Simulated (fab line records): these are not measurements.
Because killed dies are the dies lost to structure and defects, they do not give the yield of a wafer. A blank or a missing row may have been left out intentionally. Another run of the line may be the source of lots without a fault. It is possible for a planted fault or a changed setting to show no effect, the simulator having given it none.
Which of the tools did it?	flow nandHarc	11 lots, 33 wafers sampled, at 4 steps of a route of 1302

WHAT EACH GAUGE READ, for each wafer
NHARC_THIN_TSV_CD_MEAS_33: the cd target is 5000 nm.
lot	measured	on	cdNm (nm)
L519	day 24 15:11	cdSem-02	4995.7 4994.9 4997.0
L520	day 24 14:14	cdSem-02	5001.4 5001.3 5002.6
L518	day 24 18:48	cdSem-01	4992.7 4995.4 4995.5
L526	day 27 16:58	cdSem-01	4997.1 4999.7 4996.6
L525	day 27 22:04	cdSem-02	4997.4 4995.5 4996.6
L527	day 27 22:59	cdSem-02	5002.9 4999.7 5002.2
L529	day 28 12:36	cdSem-03	4999.1 4999.3 5001.4
L530	day 28 17:28	cdSem-01	5001.6 5001.0 4999.9
L532	day 29 11:36	cdSem-03	4995.7 4996.0 4995.5
L535	day 30 15:19	cdSem-01	5000.6 5001.3
L541	day 33 14:51	cdSem-02	5001.4 5001.2 5002.1

WHICH TOOL RAN EACH LOT (tool, then ch and the chambers of the sampled wafers, then the start)
lot	NHARC_A_M0_DEP_00	NHARC_A_BONDPAD_STRIP_15	NHARC_THIN_TSV_DESCUM_14
L519	pecvd-02 ch 0,1, day 23 07:31	rieDiel-04 ch 0,1, day 23 17:28	rieDiel-06 ch 0,2,3, day 24 09:28
L520	pecvd-01 ch 1,2, day 23 09:23	rieDiel-09 ch 0,1,3, day 23 19:22	rieDiel-03 ch 1,2,3, day 24 08:23
L518	pecvd-04 ch 0,1,2, day 23 11:36	rieDiel-04 ch 1,3, day 23 21:43	rieDiel-03 ch 0,1, day 24 12:32
L526	pecvd-02 ch 1,2, day 26 10:34	rieDiel-04 ch 0,1,3, day 26 20:52	rieDiel-06 ch 0,1,3, day 27 11:19
L525	pecvd-04 ch 0,1,2, day 26 15:02	rieDiel-09 ch 0,1,3, day 27 01:14	rieDiel-06 ch 1,2,3, day 27 15:49
L527	pecvd-01 ch 0,2, day 26 15:44	rieDiel-09 ch 0,2,3, day 27 01:51	rieDiel-06 ch 0,2,3, day 27 17:01
L529	pecvd-01 ch 1,2, day 27 06:14	rieDiel-04 ch 2,3, day 27 16:11	rieDiel-06 ch 1,2,3, day 28 06:53
L530	pecvd-02 ch 0,1, day 27 10:56	rieDiel-04 ch 0,1,3, day 27 21:10	rieDiel-06 ch 1,2, day 28 11:44
L532	pecvd-02 ch 0,1,2, day 28 03:58	rieDiel-09 ch 0,1,2, day 28 14:03	rieDiel-03 ch 0,3, day 29 05:34
L535	pecvd-02 ch 0,1,2, day 29 03:24	rieDiel-01 ch 0,2, day 29 13:27	rieDiel-03 ch 1,3, day 30 09:40
L541	pecvd-04 ch 0,1,2, day 31 20:20	rieDiel-09 ch 1,3, day 32 18:31	rieDiel-03 ch 0,1, day 33 09:01
- NHARC_A_M0_DEP_00: deposits SiOC, target thk 150 nm.
- NHARC_A_BONDPAD_STRIP_15: strips in O2.
- NHARC_THIN_TSV_DESCUM_14: chemistry O2, time 3 s.

THE ANSWER, worked out from the rows above alone
Rule: usual is defined by the lots themselves. Put in order of their means at a reading, lots are off if they are a third of the lots or fewer, leave a main group of 4 or more, and stand apart from it by a gap of 3 or more times the standard deviation of the main group's means; of several such gaps the widest counts. If all means in a main group match to the digits the tables above print for the reading, that group is not used. Also off: a lot with no number at a reading for which 4 or more lots have one. Any other lot the step has rows for is counted as sound.
None of the lots is off at any reading shown; this tells nothing.

WHAT THE SIMULATOR PUT IN
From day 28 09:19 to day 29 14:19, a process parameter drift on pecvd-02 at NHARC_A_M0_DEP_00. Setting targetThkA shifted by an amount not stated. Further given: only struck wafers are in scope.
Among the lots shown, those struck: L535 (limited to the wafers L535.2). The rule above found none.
